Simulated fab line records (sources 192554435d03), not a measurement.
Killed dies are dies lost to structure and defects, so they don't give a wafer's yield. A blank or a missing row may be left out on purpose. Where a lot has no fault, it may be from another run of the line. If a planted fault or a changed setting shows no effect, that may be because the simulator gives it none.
Matching of chambers -- flow n5_finfet -- N5_BEOL_M0_SAQP_SPACER2_ALD_26 on ald_sin-01 has 4 sister chambers
The step deposits SiO2, target thk 15 nm, pulse time 1 s, purge time 2 s. 8 wafers are shown with their chamber, then 8 later ones without.

## WAFERS, EACH WITH ITS CHAMBER
wafer,chamber,heater_power_w (W),precursor_pulse_height_rel
L076.2,0,381,1.023
L076.4,1,474,0.978
L076.6,2,541,1.017
L077.4,0,386,0.986
L080.3,1,478,1.016
L080.4,3,467,1.021
L080.5,2,542,0.997
L086.3,3,464,1.022

## WAFERS WHOSE CHAMBER IS MISSING
wafer,heater_power_w (W),precursor_pulse_height_rel
L086.5,469,1.015
L086.6,555,0.986
L090.3,475,1.000
L090.5,474,1.017
L090.6,565,0.989
L091.1,398,1.018
L091.2,478,1.023
L091.3,569,0.985

## EACH ONE'S CHAMBER
wafer,from the rows above,in truth
L086.5,can't be placed: 3 or 1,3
L086.6,2,2
L090.3,1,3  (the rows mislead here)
L090.5,1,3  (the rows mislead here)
L090.6,2,2
L091.1,0,0
L091.2,1,1
L091.3,2,2
Placed correctly: 5 of 8. From these rows, 1 cannot be placed; in 1 the true chamber is one of the candidates. Number placed wrongly: 2.
How it was worked out, from the rows above alone: a wafer's distance from a chamber is the root of the sum, over the readings, of the square of ((its reading less the chamber's mean) divided by the reading's scatter). The wafer belongs to the nearest chamber; if the next one is less than 2 further off, it can't be placed. For every chamber, the mean is computed from those of its wafers that are shown. The scatter: the root of (the sum of the squares of (reading less its chamber's mean) over the shown wafers, divided by (wafers less chambers)).
